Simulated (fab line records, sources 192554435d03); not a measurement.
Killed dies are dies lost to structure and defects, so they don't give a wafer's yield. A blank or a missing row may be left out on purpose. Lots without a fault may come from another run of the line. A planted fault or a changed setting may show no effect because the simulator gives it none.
Split-lot experiment | flow n5_finfet | 7 lots, 39 wafers read, on a route of 1938 steps

THE SPLIT
At N5_MOL_CONTACT_COAG_CONTACT_ETCH_14 (etches SiO2 in C4F6/O2, target depth 27.5 nm, overetch 8.5 nm, time 20 s), the setting source_w was moved away from the recipe's 370 W on 18 of the 39 wafers read, by -19.1% to +11.1%. The other wafers ran this setting at the recipe's value.

The reading is taken at the split's own step.

THE READING
rf_vpp_V, in V, at N5_MOL_CONTACT_COAG_CONTACT_ETCH_14 (etches SiO2 in C4F6/O2, target depth 27.5 nm, overetch 8.5 nm, time 20 s). Fault-free wafers of this fab line usually give 694 V, standard deviation 3.9 V.

wafer  | tool, chamber at the split | source_w as run, W | against the recipe | rf_vpp_V, V | against lot-mates on the recipe
L075.1 | rie_diel-04, 2             | 393.2              | +6.3%              | 679         | -11
L075.2 | rie_diel-04, 3             | 370                | recipe             | 690         | -
L075.3 | rie_diel-04, 0             | 393.2              | +6.3%              | 683         | -7
L075.4 | rie_diel-04, 2             | 393.2              | +6.3%              | 680         | -10
L075.5 | rie_diel-04, 3             | 370                | recipe             | 687         | -
L075.6 | rie_diel-04, 0             | 370                | recipe             | 692         | -
L076.1 | rie_diel-01, 3             | 320.6              | -13.4%             | 720         | +20
L076.2 | rie_diel-01, 2             | 370                | recipe             | 700         | -
L076.3 | rie_diel-01, 0             | 320.6              | -13.4%             | 727         | +27
L076.4 | rie_diel-01, 1             | 370                | recipe             | 699         | -
L076.5 | rie_diel-01, 2             | 370                | recipe             | 700         | -
L076.6 | rie_diel-01, 3             | 320.6              | -13.4%             | 720         | +20
L082.1 | rie_diel-03, 3             | 299.5              | -19.1%             | 741         | +48
L082.2 | rie_diel-03, 0             | 370                | recipe             | 691         | -
L082.3 | rie_diel-03, 2             | 299.5              | -19.1%             | 733         | +40
L082.4 | rie_diel-03, 1             | 370                | recipe             | 697         | -
L082.5 | rie_diel-03, 3             | 299.5              | -19.1%             | 740         | +47
L082.6 | rie_diel-03, 0             | 370                | recipe             | 691         | -
L084.2 | rie_diel-04, 0             | 370                | recipe             | 691         | -
L084.5 | rie_diel-04, 3             | 370                | recipe             | 687         | -
L084.6 | rie_diel-04, 2             | 370                | recipe             | 693         | -
L085.1 | rie_diel-01, 2             | 301.9              | -18.4%             | 744         | +49
L085.2 | rie_diel-01, 0             | 301.9              | -18.4%             | 737         | +42
L085.3 | rie_diel-01, 3             | 370                | recipe             | 689         | -
L085.4 | rie_diel-01, 1             | 301.9              | -18.4%             | 742         | +47
L085.5 | rie_diel-01, 1             | 370                | recipe             | 698         | -
L085.6 | rie_diel-01, 2             | 370                | recipe             | 699         | -
L090.1 | rie_diel-04, 2             | 345.6              | -6.6%              | 708         | +14
L090.2 | rie_diel-04, 0             | 370                | recipe             | 690         | -
L090.3 | rie_diel-04, 1             | 345.6              | -6.6%              | 713         | +19
L090.4 | rie_diel-04, 1             | 370                | recipe             | 699         | -
L090.5 | rie_diel-04, 2             | 370                | recipe             | 694         | -
L090.6 | rie_diel-04, 0             | 345.6              | -6.6%              | 708         | +14
L097.1 | rie_diel-04, 3             | 370                | recipe             | 698         | -
L097.2 | rie_diel-04, 0             | 410.9              | +11.1%             | 672         | -26
L097.3 | rie_diel-04, 2             | 410.9              | +11.1%             | 669         | -29
L097.4 | rie_diel-04, 1             | 370                | recipe             | 699         | -
L097.5 | rie_diel-04, 1             | 370                | recipe             | 698         | -
L097.6 | rie_diel-04, 0             | 410.9              | +11.1%             | 673         | -25

THE FIT
A straight line over all 39 wafers: rf_vpp_V changes by -2.29 V for each +1% of source_w; r = -0.98; the points scatter about the line by 4.1 V.
The same after taking each lot's own level away (the mean of its wafers on the recipe; 39 wafers): -2.26 V for each +1%; r = -0.98; scatter 4.1 V.
On that fit, the largest move of source_w shifts the reading by 43 V.
The lots' own levels span 689.7 to 699.7 V, that is 2.6 times the standard deviation above.
So the lot-to-lot level changes the slope little: the two slopes agree.
Check: with one of the wafers moved furthest among these (-19.1%) left out of the fit, the line predicts +42.6 V for it against its lot-mates. It came out at +48 V against them.
Tool readings at the split's step, against how far the setting was moved: rf_vpp_V r = -0.98.

OTHER SPLITS ON THESE WAFERS
These wafers also went through other splits before the reading. Each is held against what the fit with the lots' levels taken away leaves over:
other split on the same wafers        | wafers away from the commonest value | r with rf_vpp_V (lot level and that fit taken away)
N5_WELL_APT_EXPOSE_22 dose_mj         | 18                                   | +0.17
N5_FIN_SAQP_ALD_61 temp_c             | 9                                    | -0.09
N5_FIN_CUT_CUT_ETCH_15 target_depth_a | 15                                   | +0.24
N5_DUMMY_GATE_ETCH_37 source_w        | 12                                   | -0.51
N5_DUMMY_GATE_ETCH_31 target_depth_a  | 15                                   | -0.04

THE FILE'S OWN FIT
rf_vpp_V changes by -2.27 V for each +1% of source_w, r = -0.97.
